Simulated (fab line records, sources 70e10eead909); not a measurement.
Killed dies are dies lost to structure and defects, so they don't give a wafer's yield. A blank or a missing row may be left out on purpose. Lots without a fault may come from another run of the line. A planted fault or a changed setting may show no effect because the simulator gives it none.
A struck lot beside a sound one | flow nand_harc | 15 steps out of a route of 1302
Sound: wafers L816.1, L816.4, L816.5. Struck: wafers L827.4, L827.5, L827.6. The cause comes at the end.
At each step with rows: each side's tool, then ch and its chambers, then its first start. Under that, the readings that differ: sound wafers | struck wafers | difference of the means | sigmas: that difference in standard deviations of wafers without a fault.
alike: readings whose means differ by less than 2 such deviations, and words and numbers that are the same on both sides. not compared: withheld readings, readings that some wafer has no value for, bounds like >300 that may hide the same value, and numbers for which the record gives no deviation and whose values overlap.
The two part at a step that has a row with sigmas, a row that says differs or no value, or rows on one side only. Numbers that don't overlap but have no deviation are shown without sigmas and don't part them. A reading that every wafer of one side lacks parts them only if that side has two wafers or more.

first, 3 steps without rows for these wafers: NHARC_P_GATE_SRD_72; NHARC_P_GATE_OXIDE_16 (material SiO2, target thk 3 nm, ox time 392 s); NHARC_P_GATE_CVD_17 (deposits poly-Si, target thk 150 nm, time 900 s).
NHARC_P_GATE_HM_DEP_102: deposits aC, target thk 120 nm.
  sound on acl_dep-03 ch 0, day 7 03:13; struck on acl_dep-03 ch 0, day 11 03:53
  alike: throttle_valve_pct
NHARC_P_GATE_DEP_103: deposits SiON, target thk 30 nm.
  sound on pecvd-03 ch 0,2, day 7 03:52; struck on pecvd-03 ch 0,1,2, day 11 04:22
  alike: heater_power_w
then, 7 steps without rows for these wafers: NHARC_P_GATE_DEHYDRATE_18 (time 120 s); NHARC_P_GATE_HMDS_19 (time 30 s); NHARC_P_GATE_COAT_20 (resist thk 90 nm); NHARC_P_GATE_SOFTBAKE_21 (time 55 s); NHARC_P_GATE_EBR_22; NHARC_P_GATE_EXPOSE_23 (exposes mask P GATE, target cd 120 nm); NHARC_P_GATE_PEB_24 (peb time 65 s).
NHARC_P_GATE_DEVELOP_25: develop time 35 s.
  sound on litho_track-04 ch 0, day 7 04:00; struck on litho_track-04 ch 0, day 11 04:00
  reading              | sound             | struck            | difference | sigmas
  developer_temp_C (C) | 22.87 22.96 22.93 | 20.70 20.84 20.77 | -2.15      | -20
NHARC_P_GATE_CD_MEAS_26: target cd 120 nm.
  sound on cd_sem-02 ch 0, day 7 04:33; struck on cd_sem-03 ch 0, day 11 04:59
  alike: cd_nm
NHARC_END_SORT_01:
  the record has rows for the sound wafers here (prober-02 ch 0, day 27 08:19) and none for the struck ones

WHERE THEY PART
First at NHARC_P_GATE_DEVELOP_25; last, within this record, at NHARC_END_SORT_01.

WHY: what the simulator had put in
Process parameter drift: litho_track-04, from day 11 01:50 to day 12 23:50, at NHARC_P_GATE_DEVELOP_25. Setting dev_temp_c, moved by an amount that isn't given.
